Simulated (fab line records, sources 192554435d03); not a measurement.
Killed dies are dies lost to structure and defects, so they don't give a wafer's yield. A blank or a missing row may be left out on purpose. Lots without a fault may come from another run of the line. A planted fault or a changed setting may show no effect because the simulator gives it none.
Chamber matching | flow n5_finfet | N5_DUMMY_GATE_ETCH_31 on rie_diel-02: 4 sister chambers
The step etches SiO2 in C4F6/O2, target depth 82.5 nm, time 27.5 s. 22 wafers are shown with their chamber, then 11 later ones without.

WAFERS WITH THEIR CHAMBER
wafer  | chamber | throttle_valve_pct (%) | showerhead_plenum_p_Torr (Torr) | rf_vpp_V (V)
L074.2 | 3       | 21.20                  | 2.79                            | 659
L074.3 | 0       | 21.60                  | 2.98                            | 676
L074.5 | 0       | 21.59                  | 2.99                            | 675
L076.1 | 3       | 21.22                  | 2.79                            | 659
L076.3 | 0       | 21.60                  | 2.98                            | 674
L076.6 | 3       | 21.22                  | 2.79                            | 659
L078.1 | 3       | 21.23                  | 2.79                            | 659
L078.3 | 2       | 21.00                  | 2.84                            | 664
L078.5 | 0       | 21.60                  | 2.98                            | 674
L080.2 | 1       | 21.08                  | 2.78                            | 649
L080.5 | 1       | 21.06                  | 2.78                            | 650
L080.6 | 2       | 20.99                  | 2.84                            | 666
L082.2 | 0       | 21.61                  | 2.98                            | 674
L082.4 | 3       | 21.25                  | 2.78                            | 661
L082.5 | 3       | 21.24                  | 2.78                            | 659
L083.1 | 2       | 21.00                  | 2.84                            | 665
L083.4 | 0       | 21.61                  | 2.98                            | 674
L083.5 | 3       | 21.23                  | 2.78                            | 658
L089.1 | 2       | 21.02                  | 2.83                            | 665
L089.3 | 0       | 21.62                  | 2.97                            | 674
L089.4 | 1       | 21.08                  | 2.77                            | 648
L092.4 | 2       | 21.03                  | 2.83                            | 663

SIGNATURES (means of the wafers above)
reading                  | chamber 0 | chamber 1 | chamber 2 | chamber 3 | scatter within a chamber
throttle_valve_pct       | 21.6043   | 21.0733   | 21.0080   | 21.2271   | 0.0139
showerhead_plenum_p_Torr | 2.9800    | 2.7767    | 2.8360    | 2.7857    | 0.00557
rf_vpp_V                 | 674.43    | 649.00    | 664.60    | 659.14    | 0.936
Rule: a wafer's distance from a chamber is the root of the sum, over the readings, of the square of ((its reading less the chamber's mean) divided by the reading's scatter). The wafer belongs to the nearest chamber; if the next one is less than 2 further off, it can't be placed. The scatter: the root of (the sum of the squares of (reading less its chamber's mean) over the shown wafers, divided by (wafers less chambers)).

WAFERS WITHOUT THEIR CHAMBER
wafer  | throttle_valve_pct (%) | showerhead_plenum_p_Torr (Torr) | rf_vpp_V (V)
L092.5 | 21.63                  | 2.97                            | 674
L092.6 | 21.10                  | 2.77                            | 648
L093.2 | 21.03                  | 2.83                            | 664
L093.3 | 21.62                  | 2.97                            | 675
L093.5 | 21.03                  | 2.83                            | 665
L095.1 | 21.12                  | 2.76                            | 648
L095.3 | 21.05                  | 2.83                            | 664
L095.5 | 21.64                  | 2.97                            | 674
L097.1 | 21.06                  | 2.83                            | 665
L097.3 | 20.86                  | 2.78                            | 659
L097.5 | 20.85                  | 2.78                            | 658

WHICH CHAMBER EACH WENT THROUGH
wafer  | from the rows above | in truth
L092.5 | 0                   | 0
L092.6 | 1                   | 1
L093.2 | 2                   | 2
L093.3 | 0                   | 0
L093.5 | 2                   | 2
L095.1 | 1                   | 1
L095.3 | 2                   | 2
L095.5 | 0                   | 0
L097.1 | 2                   | 2
L097.3 | 2                   | 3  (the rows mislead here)
L097.5 | 2                   | 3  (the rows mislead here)
Placed correctly: 9 of 11. Can't be placed from these rows: 0. Placed wrongly: 2.
